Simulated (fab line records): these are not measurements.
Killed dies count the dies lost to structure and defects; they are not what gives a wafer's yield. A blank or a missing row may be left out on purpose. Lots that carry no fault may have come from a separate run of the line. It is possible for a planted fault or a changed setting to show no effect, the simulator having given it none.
fab line records	flow nandHarc
record lots=6	wafers=18	lastDay=34
route steps=1302 shown A_CONTACT@1091
lots untouched by any fault: they come from a run of this same line in which no faults occurred
startH: start of the lot's first displayed wafer, in hours after the record's first day	waitH: hours elapsed since this lot's preceding step	" repeats the value in the row above	L1.1+2: one row covering several wafers at once	- either no value or no given start	* or withheld: withheld	< > ~ a bound
route shown NAME@n: NAME is a module with steps in the file, n the number in the route of the first one	usual: average and standard deviation across the fault-free wafers	same: alike in all rows	chamber/n: place in a boat	sites: the reading at each site	_std_site: their standard deviation	_edge_site: outer sites' mean less inner sites'	radiusMm: how far each site lies from the wafer's centre	mask NAME#n: copy n	behind: the tool/chamber that last shaped the wafer	hold: the reason the lot was held/the length of the hold in hours/how it ended	device: names the non-switching transistor (n, p or np)	end of line: at the end of the route, the tests of the same wafers	a step without rows: its recipe alone	killed: dies lost to structure and defects at the first sort, not the wafer's yield	map: dies across one wafer; x = killed, . = not, _ = none there
set.NAME: the run value of the setting; set.NAME@STEP: its run value at that earlier step	model.NAME: the simulator's own value behind a step, which no gauge read
certain route steps with their lots: each step a table, each wafer a row
services: a tool's chamber out of use, with start hour (startH, from the record's first day; less than 0 if before it), hours out, and reason
## steps
# step NHARC_A_CONTACT_ETCH_139
# recipe sourceW=withheld	pressureMtorr=20	biasV=400	timeS=195	targetDepthA=8400	arFlowSccm=withheld	c4f8FlowSccm=11.5	o2FlowSccm=7.2	chemistry=C4F8/O2/Ar
# step NHARC_A_CONTACT_ETCH_92
# recipe targetDepthA=400	overEtchFrac=0.5	timeS=85.7	ionEnergyEv=120	ch3fFlowSccm=50	o2FlowSccm=30	arFlowSccm=200	rfW=500	biasW=100	chemistry=CH3F/O2
# step NHARC_A_CONTACT_ETCH_98
# recipe targetDepthA=200	overEtchFrac=0.5	timeS=10	ionEnergyEv=250	c4f6FlowSccm=25	o2FlowSccm=20	arFlowSccm=500	rfW=600	biasW=500	chemistry=C4F6/O2
# usual drypumpMotorCurrentA=5.5/0.51	mfcArSccm=499.8/1.3	oesProductAu=0.959/0.025	rfVppV=548.6/2.9	showerheadPlenumPTorr=4.00/0.14	throttleValvePct=26.903/0.0096
lot.wafer	tool	chamber	startH	waitH	drypumpMotorCurrentA	mfcArSccm	oesProductAu	rfHoursCounterH	rfVppV	showerheadPlenumPTorr	throttleValvePct
L832.3	rieDiel-12	1	-	-	5.0	499.4	1.006	17	550.8	4.11	26.926
L832.2	"	2	"	"	6.2	499.7	1.008	21	552.0	4.21	26.881
L832.6	"	2	"	"	6.2	499.0	1.013	-	552.4	4.21	26.915
L835.3	rieDiel-01	3	-	-	5.9	499.6	0.950	18	542.1	3.70	26.917
L835.2	"	0	"	"	5.3	497.8	0.945	16	551.7	4.15	26.897
L835.5	"	1	"	"	5.1	500.5	0.948	-	547.4	3.97	26.907
L838.1	rieDiel-04	2	-	-	5.7	497.9	0.947	33	548.6	3.94	26.911
L838.2	"	3	"	"	6.4	501.3	0.946	39	544.0	3.79	26.883
L838.3	"	0	"	"	5.2	499.8	0.961	38	547.8	3.93	26.909
L841.1	rieDiel-12	3	-	-	5.4	496.8	0.969	8	550.5	4.11	26.892
L841.3	"	2	"	"	6.2	500.7	0.970	7	552.8	4.20	26.900
L841.6	"	3	"	"	5.3	499.2	0.961	-	548.9	4.11	26.906
L846.4	rieDiel-01	1	-	-	5.2	499.7	0.991	0	547.3	3.94	26.910
L846.5	"	3	"	"	6.0	498.8	1.004	-	541.2	3.68	26.894
L846.6	"	0	"	"	5.3	500.1	1.015	-	551.4	4.11	26.907
L847.2	rieDiel-12	1	-	-	5.0	499.3	0.943	17	549.3	4.10	26.886
L847.1	"	2	"	"	6.2	498.9	0.967	20	553.6	4.20	26.911
L847.4	"	3	"	"	5.4	498.4	0.944	20	551.8	4.10	26.894
# step NHARC_A_CONTACT_CD_MEAS_15
# usual cdNm=190.0/0.63
lot.wafer	tool	chamber	startH	waitH	cdNm
L832.2	cdSem-01	-	588.74	-	188.2
L832.3	"	-	"	"	188.2
L832.6	"	-	"	"	188.9
L835.2	cdSem-03	-	623.23	-	190.5
L835.3	"	-	"	"	189.8
L835.5	"	-	"	"	189.3
L838.1	cdSem-01	-	662.14	-	189.5
L838.2	"	-	"	"	190.0
L838.3	"	-	"	"	189.3
L841.1	cdSem-02	-	674.28	-	190.7
L841.3	"	-	"	"	189.7
L841.6	"	-	"	"	190.0
L846.4	cdSem-03	-	746.61	-	190.5
L846.5	"	-	"	"	191.1
L846.6	"	-	"	"	189.7
L847.1	cdSem-01	-	760.76	-	189.3
L847.2	"	-	"	"	188.4
L847.4	"	-	"	"	189.8
# step NHARC_A_CONTACT_STRIP_107
# recipe n2FlowSccm=150	h2FlowSccm=150	arFlowSccm=0	biasW=0	chemistry=N2/H2
# step NHARC_A_CONTACT_STRIP_108
# recipe cf4FlowSccm=100	chf3FlowSccm=30	arFlowSccm=0	biasW=0	chemistry=CF4/CHF3
# step NHARC_A_CONTACT_STRIP_109
# recipe o2FlowSccm=400	cosFlowSccm=20	arFlowSccm=0	biasW=0	chemistry=O2/COS
# step NHARC_A_CONTACT_ETCH_110
# recipe targetDepthA=600	overetchA=60	timeS=33	ionEnergyEv=100	cf4FlowSccm=80	o2FlowSccm=20	arFlowSccm=0	rfW=300	biasW=100	chemistry=CF4/O2
# usual drypumpMotorCurrentA=5.6/0.53	mfcArSccm=0.010/0.013	oesProductAu=1.000/0.0097	rfVppV=198.4/1.4	showerheadPlenumPTorr=1.37/0.058	throttleValvePct=13.398/0.0087
lot.wafer	tool	chamber	startH	waitH	drypumpMotorCurrentA	mfcArSccm	oesProductAu	rfHoursCounterH	rfVppV	showerheadPlenumPTorr	throttleValvePct
L832.2	rieDiel-12	0	589.26	0.3	5.1	0	0.992	22	198.2	1.31	13.388
L832.3	"	1	"	"	5.0	0.010	1.007	17	199.3	1.40	13.403
L832.6	"	3	"	"	5.3	0	0.990	-	198.7	1.41	13.400
L835.2	rieDiel-01	3	623.52	0.0	5.9	0	1.006	18	196.1	1.25	13.400
L835.3	"	0	"	"	5.3	0.006	1.002	16	201.2	1.42	13.390
L835.5	"	3	"	"	5.9	0	0.999	-	196.2	1.25	13.395
L838.1	rieDiel-12	0	662.47	0.1	5.2	0	1.021	5	198.6	1.31	13.395
L838.2	"	1	"	"	5.0	0.010	1.002	4	198.6	1.40	13.388
L838.3	"	3	"	"	5.3	0	1.003	5	200.1	1.40	13.409
L841.3	rieDiel-01	1	674.58	0.1	5.2	0	0.985	36	198.9	1.35	13.400
L841.1	"	3	"	"	5.9	0	1.005	40	194.8	1.25	13.388
L841.6	"	1	"	"	5.2	0	0.995	-	199.1	1.35	13.377
L846.5	rieDiel-12	0	746.94	0.1	5.1	0	0.995	-	197.5	1.31	13.400
L846.6	"	2	"	"	6.2	0.031	0.994	-	199.7	1.44	13.389
L846.4	"	3	"	"	5.3	0	0.994	-	199.4	1.40	13.401
L847.2	rieDiel-12	0	761.05	0.1	5.1	0	0.990	20	196.6	1.31	13.398
L847.1	"	1	"	"	5.0	0.010	0.988	17	199.8	1.40	13.397
L847.4	"	2	"	"	6.2	0.031	0.999	20	200.8	1.44	13.393
# step NHARC_A_CONTACT_STRIP_26
# recipe o2FlowSccm=500	arFlowSccm=0	biasW=0	chemistry=O2
# usual drypumpMotorCurrentA=5.5/0.52	mfcArSccm=0.009/0.013	oesProductAu=0.999/0.01	rfVppV=57.9/0.94	showerheadPlenumPTorr=3.61/0.13	throttleValvePct=17.038/0.0091
lot.wafer	tool	chamber	startH	waitH	drypumpMotorCurrentA	mfcArSccm	oesProductAu	rfHoursCounterH	rfVppV	showerheadPlenumPTorr	throttleValvePct
L832.2	rieDiel-12	1	-	-	5.0	0.010	1.006	17	59.0	3.70	17.031
L832.3	"	0	"	"	5.1	0	0.999	22	56.2	3.47	17.040
L832.6	"	1	"	"	5.0	0.010	1.009	-	58.0	3.70	17.042
L835.3	rieDiel-01	3	-	-	6.0	0	1.020	18	57.2	3.32	17.031
L835.2	"	2	"	"	6.6	0.037	0.993	20	58.2	3.58	17.032
L835.5	"	0	"	"	5.3	0.006	1.007	-	58.6	3.73	17.020
L838.3	rieDiel-12	0	-	-	5.1	0	1.004	5	56.9	3.46	17.028
L838.1	"	1	"	"	5.0	0.010	0.999	4	58.0	3.70	17.037
L838.2	"	3	"	"	5.3	0	0.996	5	57.7	3.70	17.032
L841.3	rieDiel-01	2	-	-	6.6	0.037	1.003	42	57.3	3.57	17.045
L841.1	"	1	"	"	5.2	0	0.986	36	58.4	3.56	17.044
L841.6	"	3	"	"	6.0	0	1.003	-	56.2	3.31	17.030
L846.4	rieDiel-12	0	-	-	5.1	0	1.000	-	59.0	3.45	17.027
L846.6	"	2	"	"	6.2	0.031	1.000	-	58.7	3.78	17.034
L846.5	"	3	"	"	5.4	0	0.993	-	57.0	3.69	17.025
L847.2	rieDiel-12	0	-	-	5.1	0	1.000	21	57.5	3.45	17.040
L847.1	"	1	"	"	5.0	0.010	0.991	18	58.8	3.69	17.026
L847.4	"	2	"	"	6.3	0.031	1.009	20	58.6	3.78	17.036
# step NHARC_A_CONTACT_STRIP_27
# recipe timeS=600	tempC=30	chemistry=postEtchResidueRemover
# step NHARC_A_CONTACT_ALD_18
# recipe targetThkA=30	pulseTimeS=1	aldCycles=150	tempC=450	material=TiN
# usual heaterPowerW=1106/140	precursorPulseHeightRel=1.001/0.02
lot.wafer	tool	chamber	startH	waitH	heaterPowerW	precursorPulseHeightRel
L832.2	aldMetal-03	0	589.91	-	1120	0.966
L832.3	"	2	"	"	1076	0.965
L832.6	"	1	"	"	1136	1.041
L835.3	aldMetal-03	3	624.21	-	1030	0.996
L835.2	"	0	"	"	1137	1.014
L835.5	"	2	"	"	1094	1.004
L838.2	aldMetal-02	0	663.18	-	1052	0.981
L838.1	"	1	"	"	1281	1.004
L838.3	"	2	"	"	1119	0.990
L841.3	aldMetal-02	2	675.31	-	1103	1.024
L841.1	"	3	"	"	831	1.038
L841.6	"	1	"	"	1298	1.009
L846.4	aldMetal-04	3	747.69	-	1291	1.001
L846.6	"	0	"	"	823	1.042
L846.5	"	1	"	"	1240	1.003
L847.2	aldMetal-03	3	761.70	-	1054	1.015
L847.1	"	0	"	"	1117	0.992
L847.4	"	2	"	"	1096	1.023
# step NHARC_A_CONTACT_CVD_19
# recipe targetThkA=3000	tempC=300	pressureTorr=40	wf6FlowSccm=40	h2FlowSccm=1600	arFlowSccm=1560	timeS=802	material=W
# usual heaterPowerW=459/36	mfcArSccm=1559/4.4	throttleValvePct=8.0/0.32
lot.wafer	tool	chamber	startH	waitH	heaterPowerW	mfcArSccm	throttleValvePct
L832.2	cvdW-02	1	-	-	482	1556	8.0
L832.3	"	0	"	"	511	1555	8.1
L832.6	"	0	"	"	515	1556	8.5
L835.2	cvdW-02	1	-	-	481	1559	7.9
L835.3	"	0	"	"	514	1558	8.5
L835.5	"	0	"	"	522	1557	8.4
L838.1	cvdW-02	0	-	-	494	1550	8.2
L838.2	"	1	"	"	465	1555	7.9
L838.3	"	1	"	"	483	1563	8.0
L841.1	cvdW-02	1	-	-	475	1562	8.0
L841.3	"	1	"	"	480	1568	8.3
L841.6	"	0	"	"	477	1561	8.3
L846.4	cvdW-01	1	-	-	419	1562	7.4
L846.5	"	0	"	"	421	1560	7.8
L846.6	"	1	"	"	428	1562	7.7
L847.2	cvdW-02	1	-	-	471	1557	7.9
L847.1	"	0	"	"	485	1558	8.9
L847.4	"	1	"	"	479	1559	7.8
# step NHARC_A_CONTACT_CMP_20
# recipe tOverpolishS=30	targetThkNm=300
# usual edgeZonePressureFrac=1.000/0.0048	motorCurrentA=12.3/1.5	overpolishRunS=30.000/0.0095	tOverpolishS=30/0	timeToEndpointS=60.7/2.5
lot.wafer	tool	chamber	startH	waitH	edgeZonePressureFrac	motorCurrentA	overpolishRunS	tOverpolishS	timeToEndpointS
L832.3	cmp-02	0	590.99	0.4	0.999	16.7	29.983	30	58.7
L832.2	"	1	"	"	1.001	10.8	29.992	30	65.0
L832.6	"	0	"	"	0.997	15.7	29.989	30	55.7
L835.2	cmp-01	2	625.28	0.8	1.003	12.7	30.008	30	58.3
L835.3	"	3	"	"	1.008	11.2	30.004	30	61.2
L835.5	"	1	"	"	1.008	13.3	29.999	30	56.0
L838.1	cmp-01	2	664.28	0.8	-	-	-	-	-
L838.2	"	3	"	"	-	-	-	-	-
L838.3	"	0	"	"	-	-	-	-	-
L841.1	cmp-01	0	676.39	0.7	-	-	-	-	-
L841.3	"	1	"	"	-	-	-	-	-
L841.6	"	3	"	"	-	-	-	-	-
L846.4	cmp-01	3	748.77	0.4	0.995	11.1	30.010	30	60.4
L846.5	"	1	"	"	0.998	13.6	30.009	30	55.7
L846.6	"	2	"	"	0.992	12.1	30.010	30	57.5
L847.2	cmp-02	1	762.78	0.8	0.999	10.4	30.002	30	63.4
L847.4	"	2	"	"	1.003	11.5	29.991	30	61.6
L847.1	"	0	"	"	1.001	16.9	30.004	30	56.0
# step NHARC_A_CONTACT_SRD_22
# step NHARC_A_CONTACT_INSPECT_23
# usual rawDefectCount=487/110
lot.wafer	tool	chamber	startH	waitH	rawDefectCount
L832.2	defectInspect-02	-	591.40	0.1	398
L832.3	"	-	"	"	565
L832.6	"	-	"	"	533
L835.2	defectInspect-01	-	625.66	0.1	463
L835.3	"	-	"	"	613
L835.5	"	-	"	"	497
L838.1	defectInspect-01	-	664.68	0.1	2877
L838.2	"	-	"	"	2800
L838.3	"	-	"	"	2719
L841.1	defectInspect-02	-	676.76	0.1	2821
L841.3	"	-	"	"	2763
L841.6	"	-	"	"	2704
L846.4	defectInspect-01	-	749.12	0.1	457
L846.5	"	-	"	"	414
L846.6	"	-	"	"	419
L847.1	defectInspect-01	-	763.18	0.1	373
L847.2	"	-	"	"	570
L847.4	"	-	"	"	557
## services
tool	chamber	startH	hours	kind
cmp-02	-	565.49	4.1	repair
aldMetal-03	-	568.00	10.0	pm
cmp-01	-	577.51	3.5	repair
cmp-01	-	600.15	4.0	pm
rieDiel-12	-	609.04	0.7	repair
aldMetal-02	-	610.00	10.0	pm
rieDiel-12	-	622.57	9.0	pm
cmp-02	-	624.69	4.0	pm
cvdW-02	-	631.00	13.0	pm
aldMetal-02	-	632.37	0.7	repair
cmp-02	-	657.97	23.6	repair
aldMetal-02	2	678.63	30.9	repair
cmp-01	-	698.15	4.0	pm
rieDiel-01	3	700.44	15.5	repair
rieDiel-01	2	714.04	6.3	repair
aldMetal-02	3	714.93	53.5	repair
aldMetal-02	0	721.25	2.2	repair
cmp-02	-	722.69	4.0	pm
cvdW-02	1	722.88	10.7	repair
aldMetal-02	0	726.31	3.0	repair
rieDiel-01	-	734.98	9.0	pm
rieDiel-12	1	737.79	11.7	repair
aldMetal-03	-	746.00	10.0	pm
rieDiel-01	3	755.53	18.1	repair
## key
firstSign step=NHARC_A_CONTACT_CMP_20	reading=toolRecord	direction=missing
effect step=NHARC_A_CONTACT_INSPECT_23	reading=rawDefectCount	direction=up	sigmas=21	usual=487	struck=2781
metAt NHARC_A_CONTACT_CMP_20
struckWafers L838.1,L838.2,L838.3,L841.1,L841.3,L841.6
laterRowsLeftOut L838.1,L838.2,L838.3,L841.1,L841.3,L841.6
sortLeftOut L838.1,L838.2,L838.3,L841.1,L841.3,L841.6
testerLeftOut L838,L841
onsetBetween 625.28 664.28
fault kind=skippedStepWhole	tool=cmp-01	chamber=-	onsetH=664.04	steps=NHARC_A_CONTACT_CMP_20	scope=struckLotsOnly
# testerLeftOut: of these lots the tester's yield and bins aren't shown, on N5 and GAA mostly nor the transistor test; their killed dies are dies lost to structure and defects alone, not to doping, threshold or leakage, so they don't give the yield
# sortLeftOut: the simulated sort isn't trusted on such a fault, so these wafers' sort isn't shown, and their yield isn't known
# laterRowsLeftOut: the simulator's readings of these wafers behind a module that went badly wrong aren't trusted and aren't shown, but for the sort
